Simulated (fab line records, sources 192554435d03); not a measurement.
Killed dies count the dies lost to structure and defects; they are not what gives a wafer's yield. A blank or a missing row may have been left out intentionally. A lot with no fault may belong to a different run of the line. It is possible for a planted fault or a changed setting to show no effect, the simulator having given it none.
The tool behind it: which one?    flow n5_finfet    10 lots with 30 wafers sampled at 2 steps, on a route of 1938 steps

## WHAT THE GAUGES READ, wafer by wafer
N5_BEOL_M14_CD_MEAS_28: the cd target is 284.4 nm. Usual: 284.5 nm for cd_nm, sd 2.
lot   measured      on         cd_nm (nm)         flag
L175  day 11 16:29  cd_sem-01  289.1 285.3 285.5  
L177  day 12 14:30  cd_sem-02  281.4 286.4 285.8  
L180  day 12 23:27  cd_sem-02  287.3 284.7 284.4  
L182  day 13 23:11  cd_sem-01  282.4 281.6 285.1  
L184  day 14 10:46  cd_sem-03  284.1 284.1 287.7  
L190  day 15 09:24  cd_sem-01  283.7 284.0 287.7  
L192  day 16 06:07  cd_sem-03  281.2 283.8 283.2  
L193  day 16 11:40  cd_sem-03  285.9 284.5 281.8  
L196  day 17 02:16  cd_sem-01  286.0 284.1 280.5  
L195  day 17 02:50  cd_sem-03  287.5 282.8 282.9  

N5_BEOL_M14_INSPECT_30: inspects for defects (macro). Usual: 2.0 for raw_defect_count, sd 1.4.
lot   measured      on                 raw_defect_count  flag
L175  day 11 16:32  defect_inspect-01  0 1 5             
L177  day 12 14:34  defect_inspect-02  1 0 3             
L180  day 12 23:31  defect_inspect-01  1 2 0             
L182  day 13 23:14  defect_inspect-01  3 3 2             
L184  day 14 10:49  defect_inspect-02  4 1 3             
L190  day 15 09:28  defect_inspect-01  1 3 0             
L192  day 16 06:10  defect_inspect-01  2 0 0             
L193  day 16 11:43  defect_inspect-02  2 1 3             
L196  day 17 02:19  defect_inspect-01  3 2 4             
L195  day 17 02:53  defect_inspect-01  2 1 2             

## WHICH TOOL RAN EACH LOT (tool, then ch and the chambers of the sampled wafers, then the start)
There is no process step in the record ahead of these readings.

## WHAT THE TOOLS THEMSELVES READ (means of the sampled wafers that have a number; where no wafer has one, the mark that the record gives instead)
The record holds no such reading with a usual standard deviation.

## THE ANSWER, worked out from the rows above alone
Rule: a lot counts as off when the mean over its wafers that have a number is more than 3 standard deviations away from the usual mean. Also off: a lot with no number at a reading for which 4 or more lots have one. Any other lot the step has rows for is counted as sound. After the gauges, taken in route order, come the tools' own readings; for these a lot's mean is taken, as printed above. The first step at which some lot is off is used, and at that step the reading that is off furthest; a lot without a number counts as furthest.
None of the lots is off at any reading shown; this tells nothing.

## WHAT WAS PUT IN BY THE SIMULATOR
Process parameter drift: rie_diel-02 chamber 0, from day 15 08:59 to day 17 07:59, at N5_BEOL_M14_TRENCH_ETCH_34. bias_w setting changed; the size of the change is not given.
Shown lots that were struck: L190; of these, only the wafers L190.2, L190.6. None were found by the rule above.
